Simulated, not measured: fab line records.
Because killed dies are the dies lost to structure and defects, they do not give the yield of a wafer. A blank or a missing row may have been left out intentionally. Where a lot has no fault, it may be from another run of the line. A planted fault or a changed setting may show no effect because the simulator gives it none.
Split-lot trial -- flow n5 finfet -- route with 1938 steps; 7 lots, 39 wafers read

ON THE SPLIT
At N5_SD_EPI_N_DEVELOP_08 (develop time 30 s), the setting develop time s was moved away from the recipe's 30 s on 6 of the 39 wafers read, by -48.4% to +52.0%. This setting was run at the recipe's value on the other wafers.

The file shows no step between the split and the reading.

THE READING
SD_EPI_N.cd nm (the simulator's own value, which no gauge read), in nm, at N5_SD_EPI_N_DESCUM_14 (chemistry O2, time 7.9 s). No usual value for it is given in the file. Average 120.6 nm, standard deviation 0.65 nm, over the 33 wafers here run with the recipe.

wafer,"tool, chamber at the split","develop time s as run, s",against the recipe,"SD_EPI_N.cd nm, nm",against lot-mates on the recipe
L074.1,"litho track-03, 0",30,recipe,120.8,-
L074.3,"litho track-03, 0",30,recipe,120.8,-
L074.2,"litho track-03, 0",30,recipe,119.2,-
L074.4,"litho track-03, 0",30,recipe,120.2,-
L074.5,"litho track-03, 0",30,recipe,121.2,-
L074.6,"litho track-03, 0",30,recipe,120.6,-
L077.1,"litho track-03, 0",30,recipe,122.2,-
L077.2,"litho track-03, 0",30,recipe,121,-
L077.3,"litho track-03, 0",30,recipe,120.6,-
L077.4,"litho track-03, 0",30,recipe,120.8,-
L077.5,"litho track-03, 0",30,recipe,121.2,-
L077.6,"litho track-03, 0",30,recipe,120.2,-
L083.1,"litho track-05, 0",30,recipe,120.4,-
L083.2,"litho track-05, 0",30,recipe,120.6,-
L083.3,"litho track-05, 0",30,recipe,120.6,-
L083.4,"litho track-05, 0",30,recipe,121.2,-
L083.5,"litho track-05, 0",30,recipe,120.2,-
L083.6,"litho track-05, 0",30,recipe,120.2,-
L091.1,"litho track-03, 0",30,recipe,120,-
L091.3,"litho track-03, 0",30,recipe,120,-
L091.2,"litho track-03, 0",30,recipe,120.6,-
L091.4,"litho track-03, 0",30,recipe,121,-
L091.5,"litho track-03, 0",30,recipe,119.2,-
L091.6,"litho track-03, 0",30,recipe,121.4,-
L093.3,"litho track-02, 0",30,recipe,121.2,-
L093.4,"litho track-02, 0",30,recipe,120.2,-
L093.5,"litho track-02, 0",30,recipe,119.8,-
L094.1,"litho track-05, 0",30,recipe,120.8,-
L094.2,"litho track-05, 0",15.48,-48.4%,116,-4.9
L094.3,"litho track-05, 0",30,recipe,120.2,-
L094.4,"litho track-05, 0",30,recipe,121.8,-
L094.5,"litho track-05, 0",15.48,-48.4%,117,-3.9
L094.6,"litho track-05, 0",15.48,-48.4%,116.8,-4.1
L096.1,"litho track-05, 0",45.59,+52.0%,123.8,+2.8
L096.2,"litho track-05, 0",30,recipe,121,-
L096.3,"litho track-05, 0",30,recipe,121.6,-
L096.4,"litho track-05, 0",30,recipe,120.4,-
L096.5,"litho track-05, 0",45.59,+52.0%,123.4,+2.4
L096.6,"litho track-05, 0",45.59,+52.0%,124.8,+3.8

FIT RESULTS
A straight line over all 39 wafers: SD_EPI_N.cd nm changes by +0.0734 nm for each +1% of develop time s; r = +0.91; the points scatter about the line by 0.67 nm.
The same after taking each lot's own level away (the mean of its wafers on the recipe; 39 wafers): +0.0726 nm for each +1%; r = +0.91; scatter 0.67 nm.
That fit puts the effect of the largest move of develop time s on the reading at 3.8 nm.
The lots' own levels span 120.37 to 121.00 nm, that is 1.0 times the standard deviation above.
So the lot-to-lot level changes the slope little: the two slopes agree.
Check: for one of the wafers moved furthest among these (+52.0%), held out of the fit, the line's prediction against its lot-mates is +3.87 nm. It came out at +2.8 nm against them.

THE FILE'S OWN FIT
SD_EPI_N.cd nm changes by +0.0725 nm for each +1% of develop time s, r = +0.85.
